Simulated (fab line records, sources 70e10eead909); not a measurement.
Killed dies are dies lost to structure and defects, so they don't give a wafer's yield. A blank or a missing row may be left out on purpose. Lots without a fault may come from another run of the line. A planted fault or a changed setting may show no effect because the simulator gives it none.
Chamber matching | flow nand_harc | NHARC_A_STAIRCASE_DEP_417 on pecvd-02: 3 sister chambers
The step deposits Si3N4, target thk 60 nm. 3 wafers are shown with their chamber, then 11 later ones without.

WAFERS WITH THEIR CHAMBER
wafer  | chamber | heater_power_w (W)
L082.6 | 2       | 705
L090.6 | 0       | 797
L091.1 | 1       | 694

WAFERS WITHOUT THEIR CHAMBER
wafer  | heater_power_w (W)
L091.3 | 737
L091.6 | 732
L092.1 | 798
L092.4 | 807
L092.6 | 821
L093.2 | 735
L093.3 | 913
L093.6 | 811
L095.2 | 721
L095.3 | 747
L095.5 | 767

WHICH CHAMBER EACH WENT THROUGH
wafer  | from the rows above          | in truth
L091.3 | can't be placed: 2 or 1 or 0 | 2
L091.6 | can't be placed: 2 or 1 or 0 | 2
L092.1 | 0                            | 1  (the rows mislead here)
L092.4 | 0                            | 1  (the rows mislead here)
L092.6 | 0                            | 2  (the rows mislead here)
L093.2 | can't be placed: 2 or 1 or 0 | 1
L093.3 | 0                            | 0
L093.6 | 0                            | 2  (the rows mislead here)
L095.2 | can't be placed: 2 or 1 or 0 | 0
L095.3 | can't be placed: 2 or 0 or 1 | 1
L095.5 | can't be placed: 0 or 2 or 1 | 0
Placed correctly: 1 of 11. Can't be placed from these rows: 6 (the true chamber is among the candidates in 6). Placed wrongly: 4.
How it was worked out, from the rows above alone: a wafer's distance from a chamber is the root of the sum, over the readings, of the square of ((its reading less the chamber's mean) divided by the reading's scatter). The wafer belongs to the nearest chamber; if the next one is less than 2 further off, it can't be placed. A chamber's mean is the mean of its shown wafers. The scatter: with one shown wafer a chamber, the root of the mean of the squares of how far each hidden wafer lies from its nearest shown one.
